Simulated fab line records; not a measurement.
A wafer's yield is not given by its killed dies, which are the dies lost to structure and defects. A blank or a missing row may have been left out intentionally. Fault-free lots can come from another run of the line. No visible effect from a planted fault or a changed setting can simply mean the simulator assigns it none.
Split-lot trial ; flow n5_finfet ; on a route of 1938 steps: 7 lots, 39 wafers read

## ABOUT THE SPLIT
At N5_FIN_CUT_CUT_ETCH_15 (etches Si in HBr/Cl2/O2, target depth 100 nm, bt time 10 s, time 42.4 s), the setting time_s was moved away from the recipe's 42.4 s on 12 of the 39 wafers read, by -21.9% to +14.7%. The other wafers ran this setting at the recipe's value.

The reading is taken at the split's own step.

## THE READING
SOC_of_FIN_CUT_COAT_18.thk_nm (the simulator's own value, which no gauge read), in nm, at N5_FIN_CUT_CUT_ETCH_15 (etches Si in HBr/Cl2/O2, target depth 100 nm, bt time 10 s, time 42.4 s). There is no usual value for it anywhere in the file. The 27 wafers here that ran the recipe average 170.3 nm, standard deviation 0.81 nm.

wafer;tool, chamber at the split;time_s as run, s;against the recipe;SOC_of_FIN_CUT_COAT_18.thk_nm, nm;against lot-mates on the recipe
L080.1;rie_si-04, 0;42.4;recipe;170.4;-
L080.2;rie_si-04, 3;48.64;+14.7%;164.8;-5.3
L080.3;rie_si-04, 2;48.64;+14.7%;163.8;-6.3
L080.4;rie_si-04, 1;48.64;+14.7%;164.2;-5.9
L080.5;rie_si-04, 2;42.4;recipe;169.4;-
L080.6;rie_si-04, 3;42.4;recipe;170.4;-
L081.1;rie_si-05, 3;42.4;recipe;170.4;-
L081.5;rie_si-05, 1;42.4;recipe;170.8;-
L081.6;rie_si-05, 2;42.4;recipe;170.6;-
L085.1;rie_si-03, 1;39.24;-7.5%;172.6;+3.0
L085.2;rie_si-03, 2;42.4;recipe;169.6;-
L085.3;rie_si-03, 0;39.24;-7.5%;172.8;+3.2
L085.4;rie_si-03, 3;42.4;recipe;169.6;-
L085.5;rie_si-03, 2;39.24;-7.5%;172;+2.4
L085.6;rie_si-03, 3;42.4;recipe;169.6;-
L088.1;rie_si-03, 0;42.4;recipe;171;-
L088.2;rie_si-03, 3;42.4;recipe;171.2;-
L088.3;rie_si-03, 2;42.4;recipe;170.4;-
L088.4;rie_si-03, 1;42.4;recipe;169.8;-
L088.5;rie_si-03, 3;42.4;recipe;170.2;-
L088.6;rie_si-03, 2;42.4;recipe;170.6;-
L092.1;rie_si-03, 0;34.54;-18.5%;177.6;+7.9
L092.2;rie_si-03, 1;42.4;recipe;168.8;-
L092.3;rie_si-03, 3;34.54;-18.5%;176.2;+6.5
L092.4;rie_si-03, 2;42.4;recipe;170.2;-
L092.5;rie_si-03, 0;42.4;recipe;170.2;-
L092.6;rie_si-03, 3;34.54;-18.5%;177;+7.3
L093.1;rie_si-05, 1;33.11;-21.9%;176.6;+7.3
L093.2;rie_si-05, 3;42.4;recipe;168.6;-
L093.3;rie_si-05, 2;33.11;-21.9%;177.6;+8.3
L093.4;rie_si-05, 0;42.4;recipe;169.8;-
L093.5;rie_si-05, 1;33.11;-21.9%;177.4;+8.1
L093.6;rie_si-05, 2;42.4;recipe;169.4;-
L096.1;rie_si-03, 0;42.4;recipe;172.4;-
L096.2;rie_si-03, 1;42.4;recipe;170.4;-
L096.3;rie_si-03, 2;42.4;recipe;171.8;-
L096.4;rie_si-03, 3;42.4;recipe;170.8;-
L096.5;rie_si-03, 2;42.4;recipe;170.6;-
L096.6;rie_si-03, 3;42.4;recipe;170.2;-

FIT RESULTS
A straight line over all 39 wafers: SOC_of_FIN_CUT_COAT_18.thk_nm changes by -0.351 nm for each +1% of time_s; r = -0.97; the points scatter about the line by 0.8 nm.
The same after taking each lot's own level away (the mean of its wafers on the recipe; 39 wafers): -0.379 nm for each +1%; r = -0.99; scatter 0.54 nm.
According to that fit, moving time_s by its largest amount changes the reading by 8.3 nm.
Measured against the standard deviation above, the lots' own levels, which go from 169.27 to 171.03 nm, span 2.2 times it.
Hence the lot-to-lot level has little effect on the slope; both slopes agree.
Check: with one of the wafers moved furthest among these (-21.9%) left out of the fit, the line predicts +8.43 nm for it against its lot-mates. Against them it came out at +7.33 nm.

## THESE WAFERS: OTHER SPLITS
Note: prior to the reading, these wafers also went through further splits. Each is held against what the fit with the lots' levels taken away leaves over:
other split on the same wafers;wafers away from the commonest value;r with SOC_of_FIN_CUT_COAT_18.thk_nm (lot level and that fit taken away)
N5_FIN_SAQP_EXPOSE_13 dose_mj;9;-0.01

## THE WHOLE CHAIN: every reading that the file lists as answering this split, in the file's order
step;what it does;reading;change (the file's fit);r (the file's)
N5_FIN_CUT_CUT_ETCH_15;etches Si in HBr/Cl2/O2, target depth 100 nm, bt time 10 s, time 42.4 s;etch.depth_nm (the simulator's own value, which no gauge read);+1.01 nm for each +1% of the setting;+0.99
N5_FIN_CUT_CUT_ETCH_15;etches Si in HBr/Cl2/O2, target depth 100 nm, bt time 10 s, time 42.4 s;FIN_CUT.feature_depth_nm (the simulator's own value, which no gauge read);+1.01 nm for each +1% of the setting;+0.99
N5_FIN_CUT_CUT_ETCH_15;etches Si in HBr/Cl2/O2, target depth 100 nm, bt time 10 s, time 42.4 s;SOC_of_FIN_CUT_COAT_18.thk_nm (the simulator's own value, which no gauge read);-0.378 nm for each +1% of the setting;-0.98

## THE FILE'S OWN FIT
SOC_of_FIN_CUT_COAT_18.thk_nm changes by -0.378 nm for each +1% of time_s, r = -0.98.
